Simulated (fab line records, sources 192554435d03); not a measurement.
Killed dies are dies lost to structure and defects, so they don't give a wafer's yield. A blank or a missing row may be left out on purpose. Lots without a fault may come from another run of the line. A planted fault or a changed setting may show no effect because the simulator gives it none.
Chamber matching | flow n5_finfet | N5_BEOL_M8_PECVD_70 on pecvd-04: 3 sister chambers
The step deposits SiO2 from TEOS/O2, target thk 20 nm, time 22.7 s. 3 wafers are shown with their chamber, then 9 later ones without.

WAFERS WITH THEIR CHAMBER
wafer  | chamber | throttle_valve_pct (%)
L086.3 | 0       | 22.8
L087.4 | 2       | 19.9
L087.6 | 1       | 23.4

WAFERS WITHOUT THEIR CHAMBER
wafer  | throttle_valve_pct (%)
L090.1 | 19.6
L090.2 | 23.0
L090.4 | 23.0
L090.3 | 19.4
L090.5 | 19.8
L090.6 | 23.0
L096.3 | 19.9
L096.5 | 23.8
L096.6 | 23.1

WHICH CHAMBER EACH WENT THROUGH
wafer  | from the rows above     | in truth
L090.1 | 2                       | 2
L090.2 | can't be placed: 0 or 1 | 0
L090.4 | can't be placed: 0 or 1 | 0
L090.3 | 2                       | 2
L090.5 | 2                       | 2
L090.6 | can't be placed: 0 or 1 | 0
L096.3 | 2                       | 2
L096.5 | 1                       | 1
L096.6 | can't be placed: 1 or 0 | 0
Placed correctly: 5 of 9. Can't be placed from these rows: 4 (the true chamber is among the candidates in 4). Placed wrongly: 0.
How it was worked out, from the rows above alone: a wafer's distance from a chamber is the root of the sum, over the readings, of the square of ((its reading less the chamber's mean) divided by the reading's scatter). The wafer belongs to the nearest chamber; if the next one is less than 2 further off, it can't be placed. A chamber's mean is the mean of its shown wafers. The scatter: with one shown wafer a chamber, the root of the mean of the squares of how far each hidden wafer lies from its nearest shown one.
